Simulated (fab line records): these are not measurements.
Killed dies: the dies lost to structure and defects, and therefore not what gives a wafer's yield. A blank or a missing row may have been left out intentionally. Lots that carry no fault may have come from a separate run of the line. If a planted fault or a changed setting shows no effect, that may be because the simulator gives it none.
Which of the tools did it? :: flow nand harc :: 13 lots, 39 wafers sampled, at 5 steps of a route of 1159

WHAT THE GAUGES SHOWED, per wafer
NHARC_THIN_TSV_CD_MEAS_12: target cd 1000 nm.
lot: L521
measured: day 19 01:56
on: cd sem-01
cd nm (nm): 1002.3 1003.2 1002.0

lot: L522
measured: day 19 03:07
on: cd sem-03
cd nm (nm): 996.1 1000.1 999.8

lot: L523
measured: day 19 08:36
on: cd sem-01
cd nm (nm): 999.2 997.6 998.8

lot: L524
measured: day 19 07:28
on: cd sem-01
cd nm (nm): 1001.7 1000.9 1004.2

lot: L527
measured: day 20 13:59
on: cd sem-01
cd nm (nm): 1001.1 997.0 1000.1

lot: L526
measured: day 21 00:46
on: cd sem-02
cd nm (nm): 998.6 1001.1 999.8

lot: L530
measured: day 21 01:55
on: cd sem-01
cd nm (nm): 1002.5 1000.3 1001.9

lot: L531
measured: day 21 04:22
on: cd sem-02
cd nm (nm): 1002.5 1002.4 1002.2

lot: L533
measured: day 21 06:49
on: cd sem-01
cd nm (nm): 1003.3 999.2 1002.3

lot: L534
measured: day 21 08:00
on: cd sem-03
cd nm (nm): 1002.2 1003.5 1001.0

lot: L532
measured: day 22 16:22
on: cd sem-02
cd nm (nm): 1002.4 1003.9 997.1

lot: L543
measured: day 24 13:38
on: cd sem-01
cd nm (nm): 1002.7 1002.8 1001.1

lot: L544
measured: day 24 10:43
on: cd sem-02
cd nm (nm): 995.7 999.4 1000.6

NHARC_END_SORT_01.
lot: L543
measured: day 25 07:31
on: prober-02
killed at array: 98 91 94
killed at other: 1 0 2
killed at periphery: 2 3 2
killed dies: 101 94 98
killed open: 3 5 4
killed short: 1 2 3

lot: L544
measured: day 25 02:05
on: prober-02
killed at array: 92 84 98
killed at other: 0 1 1
killed at periphery: 5 3 4
killed dies: 97 88 103
killed open: 7 3 4
killed short: 4 2 0

TOOL THAT RAN EACH LOT (tool first, then ch and the chambers of the sampled wafers, then the start)
lot: L521
NHARC_A_ONON_D1_DEP_03: pecvd onon-04 ch 0, day 7 14:59
NHARC_A_BONDPAD_CMP_29: cmp-03 ch 0,1, day 18 02:23
NHARC_HYBRID_BOND_ACTIVATE_00: rie diel-02 ch 0,2, day 18 06:07

lot: L522
NHARC_A_ONON_D1_DEP_03: pecvd onon-04 ch 0, day 8 00:14
NHARC_A_BONDPAD_CMP_29: cmp-03 ch 0,1,2, day 18 02:47
NHARC_HYBRID_BOND_ACTIVATE_00: rie diel-07 ch 1,2, day 18 06:30

lot: L523
NHARC_A_ONON_D1_DEP_03: pecvd onon-02 ch 0, day 8 00:17
NHARC_A_BONDPAD_CMP_29: cmp-02 ch 1,2,3, day 18 12:50
NHARC_HYBRID_BOND_ACTIVATE_00: rie diel-02 ch 0,1,3, day 18 16:30

lot: L524
NHARC_A_ONON_D1_DEP_03: pecvd onon-03 ch 0, day 8 10:01
NHARC_A_BONDPAD_CMP_29: cmp-03 ch 0,1, day 18 12:51
NHARC_HYBRID_BOND_ACTIVATE_00: rie diel-02 ch 1,2,3, day 18 16:41

lot: L527
NHARC_A_ONON_D1_DEP_03: pecvd onon-03 ch 0, day 9 05:07
NHARC_A_BONDPAD_CMP_29: cmp-03 ch 0,1,3, day 19 22:08
NHARC_HYBRID_BOND_ACTIVATE_00: rie diel-10 ch 2,3, day 20 01:40

lot: L526
NHARC_A_ONON_D1_DEP_03: pecvd onon-04 ch 0, day 9 05:13
NHARC_A_BONDPAD_CMP_29: cmp-03 ch 1,2,3, day 20 05:34
NHARC_HYBRID_BOND_ACTIVATE_00: rie diel-10 ch 0,1, day 20 09:14

lot: L530
NHARC_A_ONON_D1_DEP_03: pecvd onon-02 ch 0, day 9 12:22
NHARC_A_BONDPAD_CMP_29: cmp-01 ch 0,1, day 20 05:49
NHARC_HYBRID_BOND_ACTIVATE_00: rie diel-10 ch 1,2, day 20 09:37

lot: L531
NHARC_A_ONON_D1_DEP_03: pecvd onon-02 ch 0, day 9 21:56
NHARC_A_BONDPAD_CMP_29: cmp-03 ch 0,1, day 20 08:14
NHARC_HYBRID_BOND_ACTIVATE_00: rie diel-02 ch 1,2,3, day 20 11:56

lot: L533
NHARC_A_ONON_D1_DEP_03: pecvd onon-03 ch 0, day 10 15:39
NHARC_A_BONDPAD_CMP_29: cmp-02 ch 0,2,3, day 20 14:39
NHARC_HYBRID_BOND_ACTIVATE_00: rie diel-07 ch 1,2,3, day 20 18:26

lot: L534
NHARC_A_ONON_D1_DEP_03: pecvd onon-02 ch 0, day 10 15:40
NHARC_A_BONDPAD_CMP_29: cmp-01 ch 0,2,3, day 20 13:41
NHARC_HYBRID_BOND_ACTIVATE_00: rie diel-02 ch 0,1,3, day 20 18:21

lot: L532
NHARC_A_ONON_D1_DEP_03: pecvd onon-03 ch 0, day 11 13:05
NHARC_A_BONDPAD_CMP_29: cmp-02 ch 0,2,3, day 21 22:01
NHARC_HYBRID_BOND_ACTIVATE_00: rie diel-10 ch 2,3, day 22 01:44

lot: L543
NHARC_A_ONON_D1_DEP_03: pecvd onon-03 ch 0, day 12 21:08
NHARC_A_BONDPAD_CMP_29: cmp-02 ch 0,1,3, day 23 21:31
NHARC_HYBRID_BOND_ACTIVATE_00: rie diel-02 ch 1,2,3, day 24 01:10

lot: L544
NHARC_A_ONON_D1_DEP_03: pecvd onon-03 ch 0, day 13 08:16
NHARC_A_BONDPAD_CMP_29: cmp-03 ch 0,1,3, day 23 17:43
NHARC_HYBRID_BOND_ACTIVATE_00: rie diel-02 ch 0,1,3, day 23 21:24
- NHARC_A_ONON_D1_DEP_03: target thk 1000 nm.
- NHARC_A_BONDPAD_CMP_29: polishes SiCN, target thk 200 nm.
- NHARC_HYBRID_BOND_ACTIVATE_00: chemistry N2, time 60 s.

AS READ BY THE TOOLS THEMSELVES (means over the sampled wafers that have a number; for cases with no such wafer, the mark the record gives instead)
NHARC_A_ONON_D1_DEP_03.
lot: L521
tool: pecvd onon-04
n2 flow sccm (sccm): 2752

lot: L522
tool: pecvd onon-04
n2 flow sccm (sccm): 2750

lot: L523
tool: pecvd onon-02
n2 flow sccm (sccm): 2751

lot: L524
tool: pecvd onon-03
n2 flow sccm (sccm): 2746

lot: L527
tool: pecvd onon-03
n2 flow sccm (sccm): 2750

lot: L526
tool: pecvd onon-04
n2 flow sccm (sccm): 2756

lot: L530
tool: pecvd onon-02
n2 flow sccm (sccm): 2759

lot: L531
tool: pecvd onon-02
n2 flow sccm (sccm): 2753

lot: L533
tool: pecvd onon-03
n2 flow sccm (sccm): 2756

lot: L534
tool: pecvd onon-02
n2 flow sccm (sccm): 2749

lot: L532
tool: pecvd onon-03
n2 flow sccm (sccm): 2759

lot: L543
tool: pecvd onon-03
n2 flow sccm (sccm): 2749

lot: L544
tool: pecvd onon-03
n2 flow sccm (sccm): 2748

NHARC_A_BONDPAD_CMP_29.
lot: L521
tool: cmp-03
motor current A (A): 11.5
retaining ring pressure frac: 1.004

lot: L522
tool: cmp-03
motor current A (A): 12.1
retaining ring pressure frac: 0.999

lot: L523
tool: cmp-02
motor current A (A): 12.6
retaining ring pressure frac: 0.996

lot: L524
tool: cmp-03
motor current A (A): 11.7
retaining ring pressure frac: 1.002

lot: L527
tool: cmp-03
motor current A (A): 11.5
retaining ring pressure frac: 1.000

lot: L526
tool: cmp-03
motor current A (A): 11.9
retaining ring pressure frac: 0.998

lot: L530
tool: cmp-01
motor current A (A): 13.1
retaining ring pressure frac: 1.004

lot: L531
tool: cmp-03
motor current A (A): 12.1
retaining ring pressure frac: 0.998

lot: L533
tool: cmp-02
motor current A (A): 12.7
retaining ring pressure frac: 0.999

lot: L534
tool: cmp-01
motor current A (A): 12.5
retaining ring pressure frac: 1.001

lot: L532
tool: cmp-02
motor current A (A): 12.8
retaining ring pressure frac: 1.003

lot: L543
tool: cmp-02
motor current A (A): 12.4
retaining ring pressure frac: 0.998

lot: L544
tool: cmp-03
motor current A (A): 12.1
retaining ring pressure frac: 0.998

NHARC_HYBRID_BOND_ACTIVATE_00.
lot: L521
tool: rie diel-02
drypump motor current A (A): 5.8
n2 flow sccm (sccm): 200.6
oes product au (a.u.): 0.983
rf vpp V (V): 64.2
showerhead plenum p Torr (Torr): 1.82

lot: L522
tool: rie diel-07
drypump motor current A (A): 5.5
n2 flow sccm (sccm): 200.3
oes product au (a.u.): 0.997
rf vpp V (V): 64.3
showerhead plenum p Torr (Torr): 1.85

lot: L523
tool: rie diel-02
drypump motor current A (A): 6.1
n2 flow sccm (sccm): 199.8
oes product au (a.u.): 0.999
rf vpp V (V): 64.9
showerhead plenum p Torr (Torr): 1.82

lot: L524
tool: rie diel-02
drypump motor current A (A): 6.0
n2 flow sccm (sccm): 199.5
oes product au (a.u.): 0.997
rf vpp V (V): 64.2
showerhead plenum p Torr (Torr): 1.76

lot: L527
tool: rie diel-10
drypump motor current A (A): 5.5
n2 flow sccm (sccm): 199.7
oes product au (a.u.): 1.008
rf vpp V (V): 64.0
showerhead plenum p Torr (Torr): 1.73

lot: L526
tool: rie diel-10
drypump motor current A (A): 5.4
n2 flow sccm (sccm): 200.1
oes product au (a.u.): 1.005
rf vpp V (V): 63.9
showerhead plenum p Torr (Torr): 1.79

lot: L530
tool: rie diel-10
drypump motor current A (A): 5.5
n2 flow sccm (sccm): 199.9
oes product au (a.u.): 0.999
rf vpp V (V): 63.1
showerhead plenum p Torr (Torr): 1.76

lot: L531
tool: rie diel-02
drypump motor current A (A): 6.1
n2 flow sccm (sccm): 200.1
oes product au (a.u.): 0.995
rf vpp V (V): 64.0
showerhead plenum p Torr (Torr): 1.76

lot: L533
tool: rie diel-07
drypump motor current A (A): 5.8
n2 flow sccm (sccm): 199.5
oes product au (a.u.): 1.007
rf vpp V (V): 64.4
showerhead plenum p Torr (Torr): 1.84

lot: L534
tool: rie diel-02
drypump motor current A (A): 6.1
n2 flow sccm (sccm): 200.5
oes product au (a.u.): 1.005
rf vpp V (V): 64.0
showerhead plenum p Torr (Torr): 1.82

lot: L532
tool: rie diel-10
drypump motor current A (A): 5.6
n2 flow sccm (sccm): 200.1
oes product au (a.u.): 0.996
rf vpp V (V): 63.6
showerhead plenum p Torr (Torr): 1.68

lot: L543
tool: rie diel-02
drypump motor current A (A): 6.0
n2 flow sccm (sccm): 200.0
oes product au (a.u.): 1.003
rf vpp V (V): 64.3
showerhead plenum p Torr (Torr): 1.76

lot: L544
tool: rie diel-02
drypump motor current A (A): 6.1
n2 flow sccm (sccm): 200.1
oes product au (a.u.): 1.000
rf vpp V (V): 64.9
showerhead plenum p Torr (Torr): 1.82

THE ANSWER, worked out from the rows above alone
Rule: what is usual is taken from the lots themselves. The widest of any qualifying gaps counts: lots, ordered by their means at a reading, are off when they make up no more than a third of the lots, leave a main group of 4 or more, and stand apart from it by 3 or more times the standard deviation of that group's means. The tables above print the reading to a certain number of digits; a main group whose means all agree to those digits is not used. Also off: a lot with no number at a reading for which 4 or more lots have one. All remaining lots with rows at the step are treated as sound. Order of review: gauges by route order, followed by the tools' own readings, for which a lot's mean as printed above is used. The first step at which some lot is off is used, and at that step the reading that is off furthest; a lot without a number counts as furthest.
Nothing can be told from this: no lot is off at any reading shown.

WHAT THE SIMULATOR PUT IN
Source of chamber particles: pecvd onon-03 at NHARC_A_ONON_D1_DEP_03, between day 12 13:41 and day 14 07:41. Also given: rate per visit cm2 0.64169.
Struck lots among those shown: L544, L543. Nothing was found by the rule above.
